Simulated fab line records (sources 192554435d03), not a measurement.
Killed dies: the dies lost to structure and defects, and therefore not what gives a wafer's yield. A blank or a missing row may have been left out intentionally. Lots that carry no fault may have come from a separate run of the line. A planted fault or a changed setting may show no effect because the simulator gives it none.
Chamber matching / flow n5Finfet / N5_BEOL_M0_SAQP_STRIP_75 on rieDiel-03 has 4 sister chambers
The step strips in CF4. 4 wafers are shown with their chamber, then 12 later ones without.

## EACH WAFER AND ITS CHAMBER
wafer=L087.5; chamber=2; showerheadPlenumPTorr (Torr)=1.86
wafer=L088.3; chamber=0; showerheadPlenumPTorr (Torr)=1.85
wafer=L089.3; chamber=3; showerheadPlenumPTorr (Torr)=1.67
wafer=L089.6; chamber=1; showerheadPlenumPTorr (Torr)=1.85

## WAFERS WITHOUT THEIR CHAMBER
wafer=L090.1; showerheadPlenumPTorr (Torr)=1.85
wafer=L090.3; showerheadPlenumPTorr (Torr)=1.86
wafer=L090.6; showerheadPlenumPTorr (Torr)=1.67
wafer=L092.1; showerheadPlenumPTorr (Torr)=1.85
wafer=L092.4; showerheadPlenumPTorr (Torr)=1.67
wafer=L092.6; showerheadPlenumPTorr (Torr)=1.85
wafer=L093.1; showerheadPlenumPTorr (Torr)=1.85
wafer=L093.4; showerheadPlenumPTorr (Torr)=1.85
wafer=L093.5; showerheadPlenumPTorr (Torr)=1.67
wafer=L097.1; showerheadPlenumPTorr (Torr)=1.84
wafer=L097.4; showerheadPlenumPTorr (Torr)=1.67
wafer=L097.5; showerheadPlenumPTorr (Torr)=1.84

## CHAMBER TAKEN BY EACH
wafer=L090.1; from the rows above=can't be placed: 0 or 1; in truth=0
wafer=L090.3; from the rows above=2; in truth=2
wafer=L090.6; from the rows above=3; in truth=3
wafer=L092.1; from the rows above=can't be placed: 0 or 1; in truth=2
wafer=L092.4; from the rows above=3; in truth=3
wafer=L092.6; from the rows above=can't be placed: 0 or 1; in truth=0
wafer=L093.1; from the rows above=can't be placed: 0 or 1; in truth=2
wafer=L093.4; from the rows above=can't be placed: 0 or 1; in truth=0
wafer=L093.5; from the rows above=3; in truth=3
wafer=L097.1; from the rows above=can't be placed: 0 or 1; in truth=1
wafer=L097.4; from the rows above=3; in truth=3
wafer=L097.5; from the rows above=can't be placed: 0 or 1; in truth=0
Placed correctly: 5 of 12. Can't be placed from these rows: 7 (the true chamber is among the candidates in 5). 0 placed wrongly.
How it was worked out, from the rows above alone: a wafer's distance from a chamber is the root of the sum, over the readings, of the square of ((its reading less the chamber's mean) divided by the reading's scatter). If the next closest chamber is less than 2 further off than the closest, the wafer can't be placed; otherwise it belongs to the closest. The mean given for a chamber averages the wafers shown for that chamber. The scatter (one wafer shown for each chamber): square how far every hidden wafer sits from the nearest shown wafer, average those squares and take the square root.
